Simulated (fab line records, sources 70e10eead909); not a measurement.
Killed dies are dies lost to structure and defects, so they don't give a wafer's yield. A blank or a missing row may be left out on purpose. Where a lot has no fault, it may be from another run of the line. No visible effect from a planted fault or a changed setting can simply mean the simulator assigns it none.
Struck lot and sound lot, side by side	flow nand_harc	15 out of 1159 route steps
Sound: the wafers L918.1, L918.2, L918.4. Struck: wafer L914.6 (left out: L914.2, L914.4 of the same lot, which were not struck); the cause appears at the end.
At each step with rows: each side's tool, then ch and its chambers, then its first start. Under that, the readings that differ: sound wafers	struck wafers	difference of the means	sigmas: that difference in standard deviations of wafers without a fault.
alike: readings whose means differ by less than 2 such deviations, and words and numbers that are the same on both sides. not compared: withheld readings, readings that some wafer has no value for, bounds like >300 that may hide the same value, and numbers for which the record gives no deviation and whose values overlap.
Wherever a step has rows on one side only, a row that says differs or no value, or a row with sigmas, the two part there. When numbers do not overlap yet have no deviation, they are printed without sigmas and do not part them. Lack of a reading on every wafer of one side parts them only where that side has two or more wafers.

first, 6 steps without rows for these wafers: NHARC_P_CONTACT_COAT_06 (resist thk 90 nm); NHARC_P_CONTACT_SOFTBAKE_07 (time 55 s); NHARC_P_CONTACT_EBR_08; NHARC_P_CONTACT_EXPOSE_09 (exposes mask P CA, target cd 90 nm); NHARC_P_CONTACT_PEB_10 (peb time 65 s); NHARC_P_CONTACT_DEVELOP_11 (develop time 35 s).
NHARC_P_CONTACT_CD_MEAS_12: the cd target is 90 nm.
  sound on cd_sem-03 ch 0, day 9 20:06; struck on cd_sem-01 ch 0, day 9 00:28
  alike: cd_nm
NHARC_P_CONTACT_OVL_MEAS_13:
  sound: overlay-01 at day 9 20:11; struck: overlay-02 at day 9 00:32
  alike: overlay_x_nm, overlay_y_nm
NHARC_P_CONTACT_INSPECT_14:
  sound: defect_inspect-02 at day 9 20:14; struck: defect_inspect-01 at day 9 00:35
reading	sound	struck	difference	sigmas
raw_defect_count	10 3 7	1	-6	-2
NHARC_P_CONTACT_DESCUM_17: chemistry O2, time 3 s.
  sound on rie_diel-04 ch 0,1,3, day 9 20:17; struck on rie_diel-01 ch 2, day 9 00:40
reading	sound	struck	difference	sigmas
oes_product_au (a.u.)	0.986 0.988 1.004	1.017	+0.024	+2
rf_vpp_V (V)	57.8 58.7 58.9	56.8	-1.7	-2
  alike: drypump_motor_current_A, showerhead_plenum_p_Torr, throttle_valve_pct
  not compared: rf_hours_counter_h
NHARC_P_CONTACT_ETCH_35: etches the open film in CF4, target depth 39 nm, time 65 s.
  sound on rie_diel-04 ch 0,1,3, day 9 20:22; struck on rie_diel-01 ch 2, day 9 00:44
  alike: drypump_motor_current_A, oes_product_au, rf_vpp_V, showerhead_plenum_p_Torr, throttle_valve_pct
  not compared: rf_hours_counter_h
NHARC_P_CONTACT_ETCH_36: etches the open film in N2/H2, target depth 260 nm, time 406.25 s.
  sound: rie_diel-04 ch 0,1,3; struck: rie_diel-01 ch 1
  alike: drypump_motor_current_A, oes_product_au, rf_vpp_V, showerhead_plenum_p_Torr, throttle_valve_pct
  not compared: rf_hours_counter_h
NHARC_P_CONTACT_ETCH_18: etches the open film in C4F8/O2/Ar, target depth 481 nm, time 240.5 s.
  sound on rie_diel-04 ch 0,1,3, day 9 20:47; struck on rie_diel-01 ch 3, day 9 01:10
reading	sound	struck	difference	sigmas
oes_product_au (a.u.)	0.967 0.946 0.969	0.870	-0.091	-5
rf_vpp_V (V)	980 980 988	972	-11	-3
  not compared: rf_hours_counter_h
then, 1 step without rows for these wafers: NHARC_P_CONTACT_STRIP_37 (strips in C4F8/O2/Ar).
-- the record jumps here: 14 days lie between the struck wafers' starts before and after (it left off in module P_CONTACT and takes up again in module END, whose first step shown is number 1159 of the route) --
NHARC_END_SORT_01:
  sound on prober-01 ch 0, day 24 08:13; struck on prober-01 ch 0, day 23 01:29
reading	sound	struck	difference	sigmas
killed_at_periphery	5 5 8	665	+659	+99 or more
killed_dies	32 29 44	677	+642	+58
  alike: killed_at_array, killed_at_other, killed_open, killed_short

## WHERE THEY PART
First at NHARC_P_CONTACT_INSPECT_14; last, within this record, at NHARC_END_SORT_01.

WHY: what the simulator had put in
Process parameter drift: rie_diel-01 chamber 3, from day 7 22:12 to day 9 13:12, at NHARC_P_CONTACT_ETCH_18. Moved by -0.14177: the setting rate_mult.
